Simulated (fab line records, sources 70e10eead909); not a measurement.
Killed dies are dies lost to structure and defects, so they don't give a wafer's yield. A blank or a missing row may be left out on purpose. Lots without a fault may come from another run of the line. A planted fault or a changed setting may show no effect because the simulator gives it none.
Chamber matching | flow nand_harc | NHARC_A_CHANNEL_FILL_D1_ALD_16 on ald_hk-02: 4 sister chambers
The step deposits SiO2, target thk 1.5 nm, pulse time 10 s, ald cycles 15. 16 wafers are shown with their chamber, then 8 later ones without.

WAFERS WITH THEIR CHAMBER
wafer  | chamber | heater_power_w (W) | heater_power_outer_w (W) | precursor_pulse_height_rel
L077.1 | 1       | 466                | 260                      | 0.986
L077.4 | 3       | 548                | 302                      | 1.024
L077.5 | 0       | 360                | 203                      | 0.995
L078.1 | 2       | 409                | 241                      | 1.000
L078.2 | 0       | 357                | 205                      | 1.009
L078.5 | 2       | 412                | 243                      | 1.002
L082.2 | 2       | 410                | 237                      | 0.981
L082.3 | 3       | 549                | 299                      | 1.009
L082.5 | 0       | 358                | 202                      | 1.005
L090.1 | 1       | 493                | 280                      | 0.982
L090.3 | 2       | 404                | 225                      | 0.977
L090.5 | 3       | 534                | 301                      | 0.986
L093.1 | 1       | 480                | 280                      | 0.997
L093.4 | 0       | 365                | 209                      | 1.000
L093.6 | 2       | 402                | 230                      | 1.021
L094.1 | 1       | 494                | 276                      | 1.013

SIGNATURES (means of the wafers above)
reading                    | chamber 0 | chamber 1 | chamber 2 | chamber 3 | scatter within a chamber
heater_power_w             | 360.00    | 483.25    | 407.40    | 543.67    | 8
heater_power_outer_w       | 204.75    | 274.00    | 235.20    | 300.67    | 6.67
precursor_pulse_height_rel | 1.00225   | 0.99450   | 0.99620   | 1.00633   | 0.015
Rule: a wafer's distance from a chamber is the root of the sum, over the readings, of the square of ((its reading less the chamber's mean) divided by the reading's scatter). The wafer belongs to the nearest chamber; if the next one is less than 2 further off, it can't be placed. The scatter: the root of (the sum of the squares of (reading less its chamber's mean) over the shown wafers, divided by (wafers less chambers)).

WAFERS WITHOUT THEIR CHAMBER
wafer  | heater_power_w (W) | heater_power_outer_w (W) | precursor_pulse_height_rel
L094.3 | 365                | 213                      | 0.955
L094.4 | 527                | 291                      | 1.000
L096.2 | 407                | 229                      | 0.983
L096.3 | 490                | 280                      | 0.979
L096.5 | 497                | 282                      | 0.999
L097.2 | 483                | 279                      | 0.968
L097.4 | 392                | 230                      | 1.001
L097.5 | 536                | 287                      | 1.029

WHICH CHAMBER EACH WENT THROUGH
wafer  | from the rows above | in truth
L094.3 | 0                   | 0
L094.4 | 3                   | 3
L096.2 | 2                   | 2
L096.3 | 1                   | 1
L096.5 | 1                   | 1
L097.2 | 1                   | 1
L097.4 | 2                   | 2
L097.5 | 3                   | 3
Placed correctly: 8 of 8. Can't be placed from these rows: 0. Placed wrongly: 0.
